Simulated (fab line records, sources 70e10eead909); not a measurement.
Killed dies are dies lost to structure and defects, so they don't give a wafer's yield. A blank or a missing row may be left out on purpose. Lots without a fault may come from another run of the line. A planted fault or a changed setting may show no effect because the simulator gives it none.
Chamber matching | flow nand_harc | NHARC_P_BONDPAD_DEP_00 on pecvd-02: 3 sister chambers
The step deposits SiCN, target thk 250 nm. 14 wafers are shown with their chamber, then 7 later ones without.

WAFERS WITH THEIR CHAMBER
wafer  | chamber | heater_power_w (W)
L265.2 | 1       | 504
L265.3 | 2       | 578
L265.5 | 1       | 540
L270.1 | 2       | 550
L270.3 | 0       | 552
L270.5 | 1       | 522
L272.2 | 0       | 657
L272.3 | 1       | 572
L272.6 | 2       | 630
L274.3 | 2       | 643
L274.5 | 1       | 617
L274.6 | 0       | 585
L273.2 | 2       | 544
L273.3 | 1       | 619

SIGNATURES (means of the wafers above)
reading        | chamber 0 | chamber 1 | chamber 2 | scatter within a chamber
heater_power_w | 598.00    | 562.33    | 589.00    | 48.5
Rule: a wafer's distance from a chamber is the root of the sum, over the readings, of the square of ((its reading less the chamber's mean) divided by the reading's scatter). The wafer belongs to the nearest chamber; if the next one is less than 2 further off, it can't be placed. The scatter: the root of (the sum of the squares of (reading less its chamber's mean) over the shown wafers, divided by (wafers less chambers)).

WAFERS WITHOUT THEIR CHAMBER
wafer  | heater_power_w (W)
L273.5 | 603
L275.2 | 628
L275.4 | 505
L275.5 | 605
L276.2 | 575
L276.3 | 570
L276.5 | 592

WHICH CHAMBER EACH WENT THROUGH
wafer  | from the rows above          | in truth
L273.5 | can't be placed: 0 or 2 or 1 | 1
L275.2 | can't be placed: 0 or 2 or 1 | 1
L275.4 | can't be placed: 1 or 2 or 0 | 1
L275.5 | can't be placed: 0 or 2 or 1 | 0
L276.2 | can't be placed: 1 or 2 or 0 | 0
L276.3 | can't be placed: 1 or 2 or 0 | 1
L276.5 | can't be placed: 2 or 0 or 1 | 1
Placed correctly: 0 of 7. Can't be placed from these rows: 7 (the true chamber is among the candidates in 7). Placed wrongly: 0.
